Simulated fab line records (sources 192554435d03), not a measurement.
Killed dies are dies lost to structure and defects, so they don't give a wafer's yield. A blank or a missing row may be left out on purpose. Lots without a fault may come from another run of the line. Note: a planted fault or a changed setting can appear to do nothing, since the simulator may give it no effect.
Split-lot trial ; flow n5_finfet ; 21 wafers read from 7 lots, route of 1938 steps

ABOUT THE SPLIT
At N5_HKMG_FIN_COAT_06 (resist thk 90 nm), the setting spin_rpm was moved away from the recipe's 1500 rpm on 12 of the 21 wafers read, by -11.0% to +10.5%. For the rest of the wafers, this setting stayed at what the recipe calls for.

FROM THE SPLIT TO THE READING: what the file shows between them, 4 steps
- N5_HKMG_FIN_EBR_08
- N5_HKMG_FIN_SOFTBAKE_07: time 60 s
- N5_HKMG_FIN_EXPOSE_09: exposes mask NWFM
- N5_HKMG_FIN_PEB_10: peb time 60 s

THE READING
CAR-ArF_of_HKMG_FIN_COAT_06.thk_nm (the simulator's own value, which no gauge read), in nm, at N5_HKMG_FIN_DEVELOP_11 (develop time 30 s). The file gives no usual value for it. The 9 wafers here that ran the recipe average 88.4 nm, standard deviation 0.27 nm.

wafer;tool, chamber at the split;spin_rpm as run, rpm;against the recipe;CAR-ArF_of_HKMG_FIN_COAT_06.thk_nm, nm;against lot-mates on the recipe
L077.3;litho_track-02, 0;1603;+6.9%;85.4;no lot-mate on the recipe
L077.5;litho_track-02, 0;1603;+6.9%;85;no lot-mate on the recipe
L077.6;litho_track-02, 0;1603;+6.9%;85;no lot-mate on the recipe
L081.3;litho_track-05, 0;1500;recipe;88.8;-
L081.4;litho_track-05, 0;1556;+3.7%;87.2;-1.5
L081.5;litho_track-05, 0;1500;recipe;88.6;-
L084.1;litho_track-05, 0;1500;recipe;88.2;-
L084.2;litho_track-05, 0;1658;+10.5%;83.8;-4.4
L084.3;litho_track-05, 0;1658;+10.5%;83.6;-4.6
L085.2;litho_track-02, 0;1500;recipe;88.2;-
L085.3;litho_track-02, 0;1500;recipe;88.2;-
L085.5;litho_track-02, 0;1500;recipe;88;-
L089.1;litho_track-03, 0;1335;-11.0%;93.8;+5.4
L089.4;litho_track-03, 0;1335;-11.0%;94;+5.6
L089.5;litho_track-03, 0;1500;recipe;88.4;-
L091.1;litho_track-03, 0;1500;recipe;88.6;-
L091.4;litho_track-03, 0;1347;-10.2%;93.6;+5.0
L091.6;litho_track-03, 0;1347;-10.2%;93.8;+5.2
L094.2;litho_track-03, 0;1441;-3.9%;90.8;+2.0
L094.4;litho_track-03, 0;1500;recipe;88.8;-
L094.6;litho_track-03, 0;1441;-3.9%;90.4;+1.6

FIT RESULTS
A straight line over all 21 wafers: CAR-ArF_of_HKMG_FIN_COAT_06.thk_nm changes by -0.485 nm for each +1% of spin_rpm; r = -1.00; the points scatter about the line by 0.29 nm.
The same after taking each lot's own level away (the mean of its wafers on the recipe; 18 wafers): -0.469 nm for each +1%; r = -1.00; scatter 0.22 nm.
Per that fit: largest spin_rpm move, reading shift of 5.2 nm.
Across the lots, their own levels run from 88.13 to 88.80 nm, a range of 2.4 times the standard deviation given above.
So the lot-to-lot level changes the slope little: the two slopes agree.
Check: +5.26 nm against its lot-mates is what the line predicts for one of the wafers moved furthest among these (-11.0%) when that wafer is left out of the fit. Against them it came out at +5.4 nm.

THE WHOLE CHAIN: every reading that the file lists as answering this split, in the file's order
step;what it does;reading;change (the file's fit);r (the file's)
N5_HKMG_FIN_COAT_06;resist thk 90 nm;CAR-ArF_of_HKMG_FIN_COAT_06.thk_nm (the simulator's own value, which no gauge read);-0.485 nm for each +1% of the setting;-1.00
N5_HKMG_FIN_DEVELOP_11;develop time 30 s;CAR-ArF_of_HKMG_FIN_COAT_06.thk_nm (the simulator's own value, which no gauge read);-0.472 nm for each +1% of the setting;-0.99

THE FILE'S OWN FIT
CAR-ArF_of_HKMG_FIN_COAT_06.thk_nm changes by -0.472 nm for each +1% of spin_rpm, r = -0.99.
